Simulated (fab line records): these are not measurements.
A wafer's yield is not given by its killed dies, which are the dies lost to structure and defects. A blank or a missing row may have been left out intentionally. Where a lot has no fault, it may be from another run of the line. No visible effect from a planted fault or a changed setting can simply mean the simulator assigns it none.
Matching of chambers | flow n5-finfet | N5_BEOL_M10_ETCH_65 on rie-diel-02 has 4 sister chambers
The step etches SiARC in CF4, target depth 39 nm, time 65 s. 4 wafers are shown with their chamber, then 11 later ones without.

EACH WAFER AND ITS CHAMBER
wafer  | chamber | drypump-motor-current-A (A)
L076.6 | 0       | 5.9
L083.2 | 1       | 5.6
L083.5 | 3       | 5.2
L088.4 | 2       | 4.8

WAFERS WITHOUT THEIR CHAMBER
wafer  | drypump-motor-current-A (A)
L088.5 | 5.9
L088.6 | 5.2
L089.1 | 4.8
L089.3 | 5.9
L089.5 | 5.9
L092.1 | 5.9
L092.2 | 5.2
L092.3 | 4.8
L096.2 | 4.8
L096.4 | 5.9
L096.5 | 4.9

CHAMBER TAKEN BY EACH
wafer  | from the rows above | in truth
L088.5 | 0                   | 0
L088.6 | 3                   | 3
L089.1 | 2                   | 2
L089.3 | 0                   | 0
L089.5 | 0                   | 0
L092.1 | 0                   | 0
L092.2 | 3                   | 3
L092.3 | 2                   | 2
L096.2 | 2                   | 2
L096.4 | 0                   | 0
L096.5 | 2                   | 2
Placed correctly: 11 of 11. Left unplaced by these rows: 0. 0 placed wrongly.
How it was worked out, from the rows above alone: a wafer's distance from a chamber is the root of the sum, over the readings, of the square of ((its reading less the chamber's mean) divided by the reading's scatter). If the next closest chamber is less than 2 further off than the closest, the wafer can't be placed; otherwise it belongs to the closest. For every chamber, the mean is computed from those of its wafers that are shown. The scatter: root of mean squared gap, hidden wafer to nearest shown wafer, with one shown wafer a chamber.
